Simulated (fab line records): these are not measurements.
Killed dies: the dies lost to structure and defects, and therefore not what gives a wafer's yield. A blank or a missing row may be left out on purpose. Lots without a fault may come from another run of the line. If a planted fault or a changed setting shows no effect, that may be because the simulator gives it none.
fab line records    flow n5-finfet    part 2 of 2: steps 28 to 33 of 33
record lots=5  wafers=15  last-day=18
route steps=1938 shown PMOS_HMC_CHANNEL_EPI@87 FIN_SAQP@90
lots that met no fault: from a run of the same line without faults
start-h: hours from the record's first day to the start of the lot's first wafer shown    wait-h: hours elapsed since this lot's preceding step    " same as the row above    L1.1+2: a row that stands for several wafers    - no value, or no start was given    * or withheld: withheld    < > ~ a bound
route shown NAME@n: a module of which the file shows steps, and the number in the route of the first    usual: mean/standard deviation of fault-free wafers    same: alike in all rows    chamber/n: place in a boat    sites: the reading at each site    _std_site: the standard deviation of these    _edge_site: inner sites' mean taken away from outer sites' mean    radius-mm: for every site, how far away it sits from the centre of the wafer    mask NAME#n: copy n    behind: the tool/chamber that last shaped the wafer    hold: why the lot went on hold/how many hours it stayed there/how the hold came to an end    device: transistor that didn't switch, given as n, p or np    end of line: the route-end tests of the same wafers    a step with no rows: only its recipe    killed: the dies lost at the first sort to structure and to defects; this is not the yield of the wafer    map: the dies of a wafer, with x for killed, . for not killed, _ for no die there
set.NAME: the setting the step ran with; set.NAME@STEP: the setting that earlier step ran with    model.NAME: the simulator's own value behind a step, which no gauge read
a table for each step, a row for each wafer; lots at some steps of the route
services: from which hour (start-h, from the record's first day; less than 0 if before it) a tool's chamber was out of use, for how many hours, and why
## steps
# step N5_FIN_SAQP_ETCH_51
# recipe chemistry=CF4  target=SiARC  target-depth-a=455  mask-material=CAR-ArF  time-s=75.8  ion-energy-ev=80  pressure-mtorr=40  source-w=545  bias-w=36  Ar_flow_sccm=100  cf4-flow-sccm=100  ends=cleared
# usual bias-w=36.00/0.1  drypump-motor-current-A=5.6/0.38  etch-rf-on-time-s=76.2/1.7  oes-product-au=0.67/0.077  rf-vpp-V=184.4/1.2  showerhead-plenum-p-Torr=2.18/0.066  throttle-valve-pct=15.51/0.23
lot.wafer  tool         chamber  start-h  wait-h  bias-w  drypump-motor-current-A  etch-rf-on-time-s  oes-product-au  rf-hours-counter-h  rf-vpp-V  showerhead-plenum-p-Torr  throttle-valve-pct
L078.2     rie-diel-04  2        46.37    0.0     35.98   6.0                      76.0               0.64            153                 184.3     2.14                      15.58
L078.3     "            3        "        "       35.90   5.5                      77.6               0.60            218                 184.6     2.21                      15.59
L078.6     "            2        "        "       35.94   5.9                      76.4               0.64            -                   184.6     2.14                      15.59
L080.3     rie-diel-06  2        58.14    0.0     35.87   5.6                      74.4               0.60            209                 183.7     2.20                      15.45
L080.5     "            0        "        "       36.02   5.2                      78.2               0.61            -                   183.2     2.20                      15.43
L080.6     "            3        "        "       35.98   5.0                      77.1               0.62            -                   183.7     2.06                      15.60
L082.1     rie-diel-06  0        69.81    0.0     36.05   5.2                      78.9               0.60            231                 184.3     2.20                      15.44
L082.2     "            2        "        "       36.07   5.6                      74.8               0.61            213                 184.9     2.20                      15.46
L082.4     "            1        "        "       36.07   5.5                      76.5               0.74            40                  182.8     2.17                      15.55
L086.1     rie-diel-06  3        94.34    0.0     35.98   4.9                      77.5               0.62            176                 182.4     2.06                      15.62
L086.4     "            2        "        "       35.95   5.6                      74.2               0.60            218                 186.1     2.20                      15.48
L086.6     "            2        "        "       36.20   5.6                      74.4               0.60            -                   186.6     2.20                      15.46
L092.1     rie-diel-04  2        131.01   0.0     35.96   5.9                      77.0               0.62            184                 184.6     2.13                      15.66
L092.2     "            0        "        "       35.84   6.1                      74.9               0.84            7                   186.1     2.19                      15.03
L092.6     "            1        "        "       35.91   6.2                      75.0               0.64            -                   184.1     2.22                      15.95
# step N5_FIN_SAQP_ETCH_52
# recipe chemistry=N2/H2  target=SOC  target-depth-a=1000  overetch-a=200  mask-material=SiARC  temp-c=40  time-s=150  ion-energy-ev=200  pressure-mtorr=30  source-w=840  bias-w=150  n2-flow-sccm=200  h2-flow-sccm=200  ends=end-point
# usual bias-w=150.1/0.44  drypump-motor-current-A=5.6/0.38  oes-product-au=0.70/0.075  rf-vpp-V=525.0/2.6  showerhead-plenum-p-Torr=2.58/0.089  throttle-valve-pct=17.67/0.21
lot.wafer  tool         chamber  start-h  wait-h  bias-w  drypump-motor-current-A  oes-product-au  rf-hours-counter-h  rf-vpp-V  showerhead-plenum-p-Torr  throttle-valve-pct
L078.2     rie-diel-04  2        46.43    0.0     149.8   5.9                      0.69            153                 524.1     2.53                      17.82
L078.3     "            3        "        "       149.6   5.4                      0.64            218                 524.1     2.60                      17.66
L078.6     "            2        "        "       150.5   6.0                      0.69            -                   523.8     2.53                      17.82
L080.3     rie-diel-06  2        58.20    0.0     149.8   5.6                      0.63            209                 526.1     2.63                      17.79
L080.5     "            0        "        "       150.3   5.2                      0.64            -                   527.0     2.59                      17.37
L080.6     "            3        "        "       150.7   4.9                      0.66            -                   521.7     2.43                      17.63
L082.1     rie-diel-06  0        69.87    0.0     150.6   5.2                      0.65            231                 526.1     2.59                      17.39
L082.2     "            2        "        "       150.3   5.6                      0.63            213                 526.3     2.63                      17.76
L082.4     "            1        "        "       149.5   5.6                      0.78            40                  525.1     2.58                      17.75
L086.1     rie-diel-06  3        94.40    0.0     149.6   4.9                      0.65            176                 520.1     2.42                      17.63
L086.4     "            2        "        "       149.7   5.6                      0.63            219                 525.1     2.63                      17.78
L086.6     "            2        "        "       150.0   5.6                      0.63            -                   524.3     2.63                      17.76
L092.1     rie-diel-04  2        131.06   0.0     150.1   5.9                      0.66            184                 522.9     2.51                      17.89
L092.2     "            0        "        "       149.6   6.1                      0.87            7                   524.6     2.60                      17.32
L092.6     "            1        "        "       149.9   6.2                      0.67            -                   524.9     2.64                      18.10
# step N5_FIN_SAQP_STRIP_53
# recipe chemistry=N2/H2  temp-c=40  n2-flow-sccm=200  h2-flow-sccm=200  rf-frequency-hz=6e+07
lot.wafer   tool         chamber  start-h  wait-h
L078.2+3+6  rie-diel-04  2,3,2    46.52    0.0
L080.3+5+6  rie-diel-06  2,0,3    58.30    0.0
L082.1+2+4  rie-diel-06  0,2,1    69.96    0.0
L086.1+4+6  rie-diel-06  3,2,2    94.49    0.0
L092.1+2+6  rie-diel-04  2,0,1    131.16   0.0
# step N5_FIN_SAQP_HM_OPEN_73
# recipe chemistry=CHF3/O2  target=SiO2  stop-on=a-Si  target-depth-a=120  over-etch-frac=1.8  mask-material=SOC  time-s=16.8  pressure-mtorr=30  source-w=650  bias-w=170  Ar_flow_sccm=200  CHF3_flow_sccm=50  O2_flow_sccm=5  ion-energy-ev=200  ends=end-point
# usual bias-w=170.0/0.48  drypump-motor-current-A=5.6/0.38  oes_f_703_au=0.78/0.091  oes-product-au=0.47/0.051  rf-vpp-V=523/12  showerhead-plenum-p-Torr=2.45/0.075  throttle-valve-pct=18.72/0.25
lot.wafer  tool         chamber  start-h  wait-h  bias-w  drypump-motor-current-A  oes_f_703_au  oes-product-au  rf-hours-counter-h  rf-vpp-V  showerhead-plenum-p-Torr  throttle-valve-pct
L078.2     rie-diel-04  2        46.53    0.0     170.1   5.9                      0.76          0.47            153                 530       2.42                      18.84
L078.3     "            3        "        "       170.2   5.5                      0.69          0.43            218                 552       2.49                      18.81
L078.6     "            2        "        "       170.7   5.9                      0.76          0.47            -                   529       2.42                      18.83
L080.3     rie-diel-06  2        58.31    0.0     169.4   5.6                      0.73          0.42            209                 502       2.49                      18.65
L080.5     "            0        "        "       169.5   5.2                      0.70          0.43            -                   536       2.45                      18.45
L080.6     "            3        "        "       169.8   4.9                      0.73          0.44            -                   520       2.32                      18.75
L082.1     rie-diel-06  0        69.97    0.0     169.9   5.2                      0.71          0.43            231                 537       2.45                      18.44
L082.2     "            2        "        "       171.1   5.6                      0.73          0.43            213                 503       2.48                      18.68
L082.4     "            1        "        "       169.6   5.5                      0.88          0.52            40                  528       2.44                      18.83
L086.1     rie-diel-06  3        94.50    0.0     169.6   4.9                      0.73          0.43            176                 522       2.31                      18.77
L086.4     "            2        "        "       169.6   5.6                      0.72          0.42            219                 504       2.48                      18.69
L086.6     "            2        "        "       170.0   5.6                      0.73          0.42            -                   503       2.48                      18.66
L092.1     rie-diel-04  2        131.17   0.0     170.2   6.0                      0.73          0.44            184                 529       2.40                      18.92
L092.2     "            0        "        "       170.3   6.1                      0.98          0.58            7                   531       2.46                      18.22
L092.6     "            1        "        "       169.3   6.2                      0.76          0.45            -                   523       2.52                      19.28
# step N5_FIN_SAQP_STRIP_74
# recipe chemistry=CHF3/O2  resist=SiARC  rf-frequency-hz=6e+07
lot.wafer   tool         chamber  start-h  wait-h
L078.2+3+6  rie-diel-04  2,3,2    46.59    0.0
L080.3+5+6  rie-diel-06  2,0,3    58.36    0.0
L082.1+2+4  rie-diel-06  0,2,1    70.03    0.0
L086.1+4+6  rie-diel-06  3,2,2    94.56    0.0
L092.1+2+6  rie-diel-04  2,0,1    131.22   0.0
# step N5_FIN_SAQP_MANDREL_ETCH_22
# recipe target-depth-a=600  chemistry=HBr/Cl2  target=a-Si  stop-on=SiNx  bt-time-s=10  over-etch-frac=0.5  time-s=30  pressure-mtorr=10  icp-w=800  bias-w=75  HBr_flow_sccm=150  Cl2_flow_sccm=80  ends=end-point
# usual bias-w=74.99/0.24  drypump-motor-current-A=5.6/0.41  oes-product-au=0.771/0.017  throttle-valve-pct=35.3/0.31
lot.wafer  tool       chamber  start-h  wait-h  bias-w  drypump-motor-current-A  oes-product-au  rf-hours-counter-h  throttle-valve-pct
L078.2     rie-si-01  1        46.62    0.0     74.98   5.8                      0.758           14                  35.6
L078.3     "          3        "        "       74.96   5.5                      0.759           87                  34.9
L078.6     "          2        "        "       74.73   4.8                      0.778           -                   35.1
L080.3     rie-si-01  0        58.39    0.0     75.08   6.1                      0.743           7                   35.4
L080.5     "          2        "        "       75.90   4.8                      0.781           -                   35.1
L080.6     "          1        "        "       74.70   5.8                      0.772           -                   35.5
L082.1     rie-si-01  2        70.06    0.0     75.29   4.8                      0.783           42                  35.2
L082.2     "          0        "        "       75.10   6.1                      0.717           7                   35.5
L082.4     "          3        "        "       75.10   5.5                      0.772           87                  34.9
L086.1     rie-si-01  2        94.60    0.0     74.84   4.8                      0.773           43                  35.2
L086.4     "          3        "        "       74.91   5.5                      0.788           88                  34.9
L086.6     "          3        "        "       75.03   5.5                      0.796           -                   34.8
L092.1     rie-si-05  1        131.26   0.0     74.70   5.0                      0.766           62                  35.5
L092.2     "          2        "        "       74.99   6.0                      0.775           159                 35.4
L092.6     "          0        "        "       74.90   5.8                      0.785           -                   35.0
## services
tool             chamber  start-h  hours  kind
rtp-anneal-02    -        21.76    4.1    pm
arfi-scanner-03  -        25.59    4.9    pm
ald-sin-04       2        25.63    4.1    repair
ald-sin-01       -        27.66    9.9    repair
pecvd-01         -        29.76    2.8    pm
arfi-scanner-02  -        39.87    1.0    pm
rie-si-05        0        45.20    6.5    repair
ald-sin-04       0        57.58    2.9    repair
wet-bench-06     -        59.94    2.1    repair
arfi-scanner-03  -        64.21    6.0    pm
ald-sin-03       0        72.50    9.3    repair
epi-rpcvd-02     -        78.28    0.4    repair
arfi-scanner-03  -        83.12    0.4    repair
arfi-scanner-03  -        84.64    1.8    repair
ald-sin-01       -        85.13    2.8    pm
ald-sin-04       -        85.25    14.0   pm
arfi-scanner-02  -        87.05    1.3    pm
rie-diel-04      0        98.61    -      clean
rie-diel-04      0        98.61    -      consumable-replace:focus-ring
arfi-scanner-02  -        100.12   0.8    pm
arfi-scanner-03  -        107.10   1.0    pm
arfi-scanner-02  -        108.43   1.0    pm
epi-rpcvd-01     -        110.98   1.6    repair
rie-diel-06      0        130.10   4.0    repair
